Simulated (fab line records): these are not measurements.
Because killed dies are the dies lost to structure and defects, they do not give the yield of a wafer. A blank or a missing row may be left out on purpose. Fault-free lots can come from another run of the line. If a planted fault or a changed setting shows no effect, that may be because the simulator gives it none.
fab line records -- flow n5Finfet
record lots=4, wafers=12, lastDay=17
route steps=1938 shown BEOL_M6@1243 BEOL_M7@1263 PASSIVATION@1936
lots untouched by any fault: they come from a run of this same line in which no faults occurred
startH: hours from the record's first day to the start of the lot's first wafer shown -- waitH: hours since the lot's step before -- " as in the row above -- L1.1+2: a row that stands for several wafers -- - either no value or no given start -- * or withheld: withheld -- < > ~ a bound
route shown NAME@n: names a module that has steps shown in the file, with the first one's number in the route -- usual: the fault-free wafers' mean and standard deviation -- same: alike in all rows -- chamber/n: place in a boat -- sites: per-site readings -- _std_site: how widely they spread, as a standard deviation -- _edge_site: the outer-site mean with the inner-site mean subtracted -- radiusMm: how far each site lies from the wafer's centre -- mask NAME#n: copy n -- behind: tool/chamber where the wafer was last shaped -- hold: cause of the lot's hold/its duration in hours/its outcome -- device: names the non-switching transistor (n, p or np) -- end of line: the route-end tests of the same wafers -- a step given without rows: its recipe and nothing more -- killed: count of dies lost to structure and defects at first sort (not the wafer's yield) -- map: per-die view of a wafer (x killed, . not killed, _ where there is no die)
set.NAME: setting as actually run; set.NAME@STEP: the setting as run at that earlier step -- model.NAME: the simulator's own value behind a step, which no gauge read
lots at selected steps of the route; one table per step, one row per wafer
## steps
# step N5_BEOL_M6_HM_STRIP_39
# recipe chemistry=peroxideTinStrip, material=TiN, targetDepthA=250, tempC=50, timeS=158
# step N5_BEOL_M6_SRD_40
# recipe timeS=30, tempC=23, rinseLiquid=diw, dry=ipaMarangoni
# step N5_BEOL_M6_PRECLEAN_42
# recipe chemistry=residueRemover, timeS=60, tempC=40
# step N5_BEOL_M6_SRD_43
# recipe timeS=30, tempC=23, rinseLiquid=diw, dry=ipaMarangoni
# step N5_BEOL_M6_CURE_75
# recipe tempC=370, timeS=120, ambient=DMADMS/He, material=SiCOH_lowk
# step N5_BEOL_M6_DEGAS_44
# recipe ambient=vacuum, tempC=250, timeS=60
# step N5_BEOL_M6_PRE_CLEAN_45
# recipe gas=H2/He, timeS=30, tempC=250
# step N5_BEOL_M6_ALD_77
# recipe material=TaN, targetThkA=20, tempC=275, aldPrecursorFamily=PDMAT, aldCoReactant=NH3, pressureTorr=3, carrierFlowSccm=1500, pulseTimeS=2, purgeTimeS=3, coReactantPurgeTimeS=2, coReactantPulseTimeS=3, aldCycles=40, precursorVesselTempC=75, precursorVesselPressureTorr=26.25, precursorVesselCarrierSccm=1000
# step N5_BEOL_M6_SURFACE_TREAT_79
# recipe gas=Ar, timeS=*, ionEnergyEv=*, ionCurrentMaCm2=0.5, pressureMtorr=*, arFlowSccm=30
# step N5_BEOL_M6_CVD_78
# recipe material=Co, targetThkA=20, tempC=withheld, precursor=CCTBA/H2, pressureTorr=30, timeS=142.3
# step N5_BEOL_M6_SPUTTER_48
# recipe material=Cu, targetThkA=100, tempC=-20, biasV=60, powerW=26000, chamberPressurePa=0.13, timeS=1.667
# usual chamberPressurePa=0.13/0.00028, throttleValvePct=30.1/1.3
# same timeS=1.667
lot.wafer,tool,chamber,startH,waitH,chamberPressurePa,throttleValvePct
L329.1,pvdSputter-02,-,253.19,0.1,0.12975,30.0
L329.4,pvdSputter-02,-,253.19,0.1,0.13005,31.3
L329.5,pvdSputter-02,-,253.19,0.1,0.12971,29.9
L330.4,pvdSputter-02,-,278.35,1.0,0.13013,29.1
L330.5,pvdSputter-02,-,278.35,1.0,0.12998,28.8
L330.6,pvdSputter-02,-,278.35,1.0,0.13028,31.4
L336.1,pvdSputter-02,-,300.50,0.1,0.12983,31.3
L336.2,pvdSputter-02,-,300.50,0.1,0.12974,29.9
L336.4,pvdSputter-02,-,300.50,0.1,0.12998,31.1
L342.2,pvdSputter-02,-,318.00,0.1,0.13021,31.5
L342.4,pvdSputter-02,-,318.00,0.1,0.12993,30.3
L342.5,pvdSputter-02,-,318.00,0.1,0.1298,30.3
# step N5_BEOL_M6_ECD_50
# recipe material=Cu, targetThkA=3000
# step N5_BEOL_M6_ANNEAL_51
# recipe tempC=225, timeS=90, ambient=N2
# step N5_BEOL_M6_CMP_52
# recipe stopOn=SiCOH_lowk, tOverpolishS=6.9, downForcePsi=1, platenRpm=50, clearingPlatenDownForcePsi=1.5, clearingPlatenRpm=50, postCmpClean=cuAlkaline, targetThkNm=80, clearingPlatenPadVelocityMS=0.99484, padVelocityMS=0.99484
# step N5_BEOL_M6_PRE_CLEAN_55
# recipe gas=NH3, timeS=15, tempC=withheld, rfPowerW=300
# step N5_BEOL_M6_DEP_56
# recipe material=SiCN, targetThkA=100, tempC=withheld, precursor=3MS/NH3, pressureTorr=3, rfW=202, timeS=17.5
# step N5_BEOL_M7_ILD_DEP_00
# recipe material=SiCOH_lowk, targetThkA=1797.5, tempC=300, precursor=DEMS/porogen, pressureTorr=5, rfW=500, timeS=33.4
# step N5_BEOL_M7_CURE_74
# recipe tempC=385, timeS=240, ambient=He/Ar, material=SiCOH_lowk
# step N5_BEOL_M7_PECVD_70
# recipe material=SiO2, targetThkA=200, tempC=400, precursor=TEOS/O2, pressureTorr=5.5, rfW=450, teosFlowSccm=53.8, gas=O2, flowSccm=3000, timeS=22.7
# step N5_BEOL_M7_HM_DEP_02
# recipe material=TiN, targetThkA=200, tempC=25, chamberPressurePa=0.49996
# step N5_BEOL_M7_COAT_59
# recipe resist=SOC, tempC=250, timeS=60, spinRpm=1500, resistThkNm=100
# step N5_BEOL_M7_COAT_60
# recipe resist=SiARC, tempC=220, timeS=60, spinRpm=1500, resistThkNm=35
# step N5_BEOL_M7_COAT_05
# recipe resist=CAR-ArF, spinRpm=1500, resistThkNm=90
# step N5_BEOL_M7_EBR_07
# recipe solvent=PGMEA, ebrWidthMm=1.5
# step N5_BEOL_M7_SOFTBAKE_06
# recipe tempC=110, timeS=60, resist=CAR-ArF
# step N5_BEOL_M7_EXPOSE_08
# recipe maskId=M7, na=1.35, sourceShape=dipole, sigmaInner=0.817, sigmaOuter=0.97, polarization=te, doseMj=68.25
# step N5_BEOL_M7_PEB_09
# recipe pebTempC=withheld, pebTimeS=60, resist=CAR-ArF
# step N5_BEOL_M7_DEVELOP_10
# recipe developTimeS=30, developer=TMAH, resist=CAR-ArF, rinseLiquid=diw, dry=airSpin, devTempC=23
# step N5_BEOL_M7_DESCUM_16
# recipe chemistry=O2, timeS=7.9, sourcePowerW=50, biasPowerW=20, pressureMtorr=20, rfFrequencyHz=2.712e+07, tempC=40, resist=CAR-ArF, o2FlowSccm=225
# step N5_BEOL_M7_ETCH_61
# recipe chemistry=CF4, target=SiARC, targetDepthA=455, maskMaterial=CAR-ArF, timeS=75.8, ionEnergyEv=80, pressureMtorr=40, sourceW=545, biasW=36, Ar_flow_sccm=100, cf4FlowSccm=100, ends=cleared
# step N5_BEOL_M7_ETCH_62
# recipe chemistry=N2/H2, target=SOC, targetDepthA=1100, overetchA=220, maskMaterial=SiARC, tempC=40, timeS=165, ionEnergyEv=200, pressureMtorr=30, sourceW=840, biasW=150, n2FlowSccm=200, h2FlowSccm=200
# step N5_BEOL_M7_STRIP_68
# recipe chemistry=N2/H2, tempC=40, n2FlowSccm=200, h2FlowSccm=200, rfFrequencyHz=6e+07
# step N5_BEOL_M7_STRIP_67
# recipe chemistry=CF4, resist=SiARC, powerW=300, biasPowerW=75, pressureMtorr=50, cf4FlowSccm=150, rfFrequencyHz=6e+07
# step N5_PASSIVATION_PROBE_49
# usual defectLimitedYield=91.2/1.4, killed_at_M0_to_M3=34/9.3, killed_at_M4_up=14/5.9, killedAtContacts=14/5.7, killedAtFrontEnd=38/10, killedAtOther=4/3.2, killedDies=104/17, killedOpen=67/13, killedShort=33/6.9, sort_bin_5_function=5.2/1, sort_bin_6_memory=3.3/0.61, sortNPass=1069/52, sortYieldPct=91/4.4
# same grossDies=1180, killedAtBackSide=0, sort_bin_4_leakage[%]=0, sort_bin_8_speed[%]=0
lot.wafer,tool,chamber,startH,waitH,defectLimitedYield[%],killed_at_M0_to_M3,killed_at_M4_up,killedAtContacts,killedAtFrontEnd,killedAtOther,killedDies,killedOpen,killedShort,sort_bin_5_function[%],sort_bin_6_memory[%],sortNPass,sortYieldPct[%]
L329.1,prober-01,-,332.15,0.0,91.0,40,11,13,42,0,106,62,36,4.8,3.4,1074,91
L329.4,prober-01,-,332.30,0.2,92.5,36,10,17,25,1,89,57,29,4.4,2.9,1091,92
L329.5,prober-01,-,332.35,0.2,92.5,26,18,14,28,3,89,51,33,4.6,2.7,1091,92
L336.1,prober-02,-,385.13,0.0,85.4,29,104,9,27,3,172,56,21,8.6,4.0,1008,85
L336.2,prober-02,-,385.18,0.1,83.1,26,131,15,24,4,200,38,37,11.4,3.6,980,83
L336.4,prober-02,-,385.28,0.2,87.0,25,93,10,20,5,153,43,20,8.1,3.2,1027,87
L342.2,prober-01,-,408.73,0.1,81.5,30,111,33,42,2,218,60,29,12.6,3.9,962,82
L342.4,prober-01,-,408.83,0.2,80.4,48,134,7,37,5,231,58,43,11.8,5.6,949,80
L342.5,prober-01,-,408.88,0.2,81.9,20,132,15,39,7,213,50,34,11.3,4.4,967,82
# killed by level:class
L329.1 STI_FIN_REVEAL:geometricParticle:open=15 BEOL_M0_SAQP:geometricParticle:open=10 MOL_CONTACT_COAG:geometricParticle:open=8 STI_FIN_REVEAL:geometricParticle:short=5 BEOL_M0_SAQP:geometricParticle:short=5 BEOL_M3:geometricParticle:open=5 FIN_SAQP:geometricParticle:short=4 ILD0:geometricParticle:short=4
L329.4 MOL_CONTACT_COAG:geometricParticle:open=14 STI_FIN_REVEAL:geometricParticle:open=6 BEOL_M2:geometricParticle:open=6 BEOL_M3:geometricParticle:open=6 STARTING-WAFER:geometricParticle:short=6 BEOL_M0_SAQP:geometricParticle:open=5 BEOL_M3:geometricParticle:short=5 DUMMY_GATE:geometricParticle:open=4
L329.5 MOL_CONTACT_COAG:geometricParticle:open=11 STI_FIN_REVEAL:geometricParticle:open=6 BEOL_M6:geometricParticle:open=6 BEOL_M0_SAQP:geometricParticle:short=5 GATE_CUT:geometricParticle:short=4 BEOL_M5:geometricParticle:open=4 BEOL_M0_SAQP:geometricParticle:open=4 BEOL_M1:geometricParticle:short=4
L336.1 BEOL_M6:unspecified=94 BEOL_M3:geometricParticle:open=10 BEOL_M2:geometricParticle:open=9 MOL_CONTACT_COAG:geometricParticle:open=8 FIN_SAQP:geometricParticle:open=5 STARTING-WAFER:geometricParticle:short=5 DUMMY_GATE:geometricParticle:open=4 BEOL_M5:geometricParticle:open=4
L336.2 BEOL_M6:unspecified=119 MOL_CONTACT_COAG:geometricParticle:open=9 BEOL_M0_SAQP:geometricParticle:short=8 GATE_CUT:geometricParticle:short=6 MOL_CONTACT_COAG:geometricParticle:short=6 BEOL_M1:geometricParticle:open=6 FIN_SAQP:geometricParticle:short=5 FIN_SAQP:geometricParticle:open=4
L336.4 BEOL_M6:unspecified=86 MOL_CONTACT_COAG:geometricParticle:open=9 BEOL_M2:geometricParticle:open=7 FIN_SAQP:geometricParticle:open=5 BEOL_M0_SAQP:geometricParticle:open=5 BEOL_M0_SAQP:geometricParticle:short=5 PAD_METAL:geometricParticle:open=4 FIN_SAQP:geometricParticle:short=3
L342.2 BEOL_M6:unspecified=99 MOL_CONTACT_COAG:areaEtch=25 BEOL_M3:geometricParticle:open=14 FIN_SAQP:geometricParticle:open=8 GATE_CUT:geometricParticle:short=7 GATE_CUT:geometricParticle:open=7 STI_FIN_REVEAL:geometricParticle:open=5 MOL_CONTACT_COAG:geometricParticle:open=5
L342.4 BEOL_M6:unspecified=124 BEOL_M0_SAQP:geometricParticle:short=19 BEOL_M0_SAQP:geometricParticle:open=11 BEOL_M3:geometricParticle:open=9 DUMMY_GATE:geometricParticle:open=8 FIN_SAQP:geometricParticle:short=4 FIN_SAQP:geometricParticle:open=4 GATE_CUT:geometricParticle:short=4
L342.5 BEOL_M6:unspecified=123 MOL_CONTACT_COAG:geometricParticle:open=14 BEOL_M0_SAQP:geometricParticle:short=9 STI_FIN_REVEAL:geometricParticle:open=6 GATE_CUT:geometricParticle:short=4 BEOL_M0_SAQP:geometricParticle:open=4 STARTING-WAFER:geometricParticle:short=4 STARTING-WAFER:geometricParticle:open=4
# map L336.2 (x killed, . not)
_________________.....x......________________
______________..x....x.........._____________
___________....x...................__________
__________............x......x....x._________
________.............................._______
_______................x...............______
______......x..x..........x....x........_____
_____...x...x...............x...x........____
____..x.......x..x....x.x.................___
___.........x..x..........x.....x.x........__
___.....x.x...x.xx....x....................__
__.......xx..xxxx.x..........x.......x......_
__..x..x.xxxxxxxx.xx.....................x.._
_........xxxxxxxxxxx..x..................x...
_......xx.xxxxxxxxxx....................x....
_......xxxxxxxxxxxxxxx.x..x....x.............
_.....x.xxxxxxxxxxxx.x.....................x.
_......xxxxxxxxxxxxxx.................x...x..
_........xxxxxxx.xxx.x.x....xx...x...........
_.....x..xxxxxxxxxxx.....x.xx................
_.........xxxxxxx..x...................x.x...
__.............x................x..........._
__...........x.xxxx...............x........._
___.......................x................__
___.......................x....x...........__
____x......x.......................x.....x___
_____....................................____
______.x...................x............_____
_______.............x.....x..........x.______
________x....x........................_______
__________x...x..................x.._________
___________......xx..x.x...........__________
______________.....x.x.........._____________
_________________............________________
# map L342.4 (x killed, . not)
_________________..x.........________________
______________......x..........._____________
___________....x....x..x....x..xx.x__________
__________..............x..........._________
________....x..x.x....x..............._______
_______..........x.....................______
______.................................._____
_____.....x.............................x____
____.....x...............x..x..........x..___
___..x.........................x.......x...__
___..x..x.xx.x..x.x.x.....x..x.............__
__........xxx.x.x....x.................x...x_
__........xxxxxxxxxx..x......x..x..........._
_x...x..xxxxxxxxx.xx...x...x.................
_x.xx....xxxxxxxxxxxx........................
_.x...x.xxxxxxxxxxxxxxx.x................x...
_.....x..xxxxxxxxxxxx..x..............x....x.
_x...x.xxxxxxxxxxxxxxx..x.....x............x.
_..x....xxxxxxxxxxx.x......................x.
_x...x.xxxxxxxxxxxxxx..x.............x.......
_...x.x..xxxxxxxxx.x..x...............x......
__x........x..x.x.............x.........x..._
__.........x.x..x.x...................x....._
___...............x...........x............__
___........................x...............__
____....x.........x.....xx.x..............___
_____.......x.........x.x.x........x..x..____
______........x.........x......x........_____
_______........x..x....................______
________...............x...x...x....xx_______
__________...............x.x........_________
___________....x.xx..x.x...........__________
______________x................._____________
_________________.......x.x..________________
## key
firstSign step=N5_PASSIVATION_PROBE_49, reading=killed_at_M4_up, direction=up, sigmas=18, usual=14, struck=118
effect step=N5_PASSIVATION_PROBE_49, reading=killedDies, direction=up, sigmas=5.5, usual=104, struck=198
moreKillsBornAt N5_BEOL_M6_SPUTTER_48@pvdSputter-02=645
metAt N5_BEOL_M6_SPUTTER_48
struckWafers L336.1,L336.2,L336.4,L342.2,L342.4,L342.5
baselineLoss step=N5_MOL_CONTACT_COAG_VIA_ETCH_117, wafers=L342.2
onsetBetween 278.35 300.50
alsoFits time
fault kind=chamberParticleSource, tool=pvdSputter-02, chamber=-, onsetH=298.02, steps=N5_BEOL_M6_SPUTTER_48, ratePerVisitCm2=0.75588, endH=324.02
# baselineLoss: these wafers lose ten dies or more at that step, a loss of the line's own and not of a fault; the sort's usual values leave them out
